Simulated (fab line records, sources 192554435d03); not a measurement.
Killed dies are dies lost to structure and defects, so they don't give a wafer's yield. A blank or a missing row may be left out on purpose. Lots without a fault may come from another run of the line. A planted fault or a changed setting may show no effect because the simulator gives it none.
Chamber matching | flow n5_finfet | N5_HKMG_FIN_ETCH_55 on rie_diel-02: 4 sister chambers
The step etches SOC in N2/H2, target depth 240 nm, time 300 s. 16 wafers are shown with their chamber, then 8 later ones without.

WAFERS WITH THEIR CHAMBER
wafer  | chamber | drypump_motor_current_A (A) | showerhead_plenum_p_Torr (Torr) | throttle_valve_pct (%)
L075.3 | 2       | 5.9                         | 2.66                            | 17.98
L075.4 | 3       | 5.4                         | 2.58                            | 17.54
L075.6 | 0       | 5.7                         | 2.45                            | 18.09
L077.3 | 1       | 5.0                         | 2.60                            | 17.42
L077.4 | 0       | 5.6                         | 2.45                            | 18.07
L077.6 | 0       | 5.7                         | 2.45                            | 18.09
L079.3 | 3       | 5.4                         | 2.58                            | 17.58
L079.4 | 0       | 5.6                         | 2.45                            | 18.08
L079.6 | 1       | 5.0                         | 2.60                            | 17.43
L082.1 | 1       | 5.0                         | 2.60                            | 17.43
L082.4 | 2       | 5.9                         | 2.65                            | 18.00
L082.5 | 0       | 5.7                         | 2.44                            | 18.09
L086.1 | 3       | 5.4                         | 2.58                            | 17.57
L086.2 | 1       | 5.0                         | 2.59                            | 17.47
L086.4 | 2       | 5.9                         | 2.65                            | 18.02
L091.1 | 0       | 5.7                         | 2.44                            | 18.13

SIGNATURES (means of the wafers above)
reading                  | chamber 0 | chamber 1 | chamber 2 | chamber 3 | scatter within a chamber
drypump_motor_current_A  | 5.667     | 5.000     | 5.900     | 5.400     | 0.0333
showerhead_plenum_p_Torr | 2.4467    | 2.5975    | 2.6533    | 2.5800    | 0.00479
throttle_valve_pct       | 18.0917   | 17.4375   | 18.0000   | 17.5633   | 0.0209
Rule: a wafer's distance from a chamber is the root of the sum, over the readings, of the square of ((its reading less the chamber's mean) divided by the reading's scatter). The wafer belongs to the nearest chamber; if the next one is less than 2 further off, it can't be placed. The scatter: the root of (the sum of the squares of (reading less its chamber's mean) over the shown wafers, divided by (wafers less chambers)).

WAFERS WITHOUT THEIR CHAMBER
wafer  | drypump_motor_current_A (A) | showerhead_plenum_p_Torr (Torr) | throttle_valve_pct (%)
L091.3 | 5.9                         | 2.64                            | 18.03
L091.4 | 5.3                         | 2.57                            | 17.59
L093.1 | 5.6                         | 2.44                            | 18.11
L093.2 | 5.9                         | 2.64                            | 18.03
L093.3 | 5.0                         | 2.59                            | 17.45
L096.1 | 5.0                         | 2.58                            | 17.47
L096.2 | 5.9                         | 2.64                            | 18.03
L096.4 | 5.7                         | 2.44                            | 18.15

WHICH CHAMBER EACH WENT THROUGH
wafer  | from the rows above | in truth
L091.3 | 2                   | 2
L091.4 | 3                   | 3
L093.1 | 0                   | 0
L093.2 | 2                   | 2
L093.3 | 1                   | 1
L096.1 | 1                   | 1
L096.2 | 2                   | 2
L096.4 | 0                   | 0
Placed correctly: 8 of 8. Can't be placed from these rows: 0. Placed wrongly: 0.
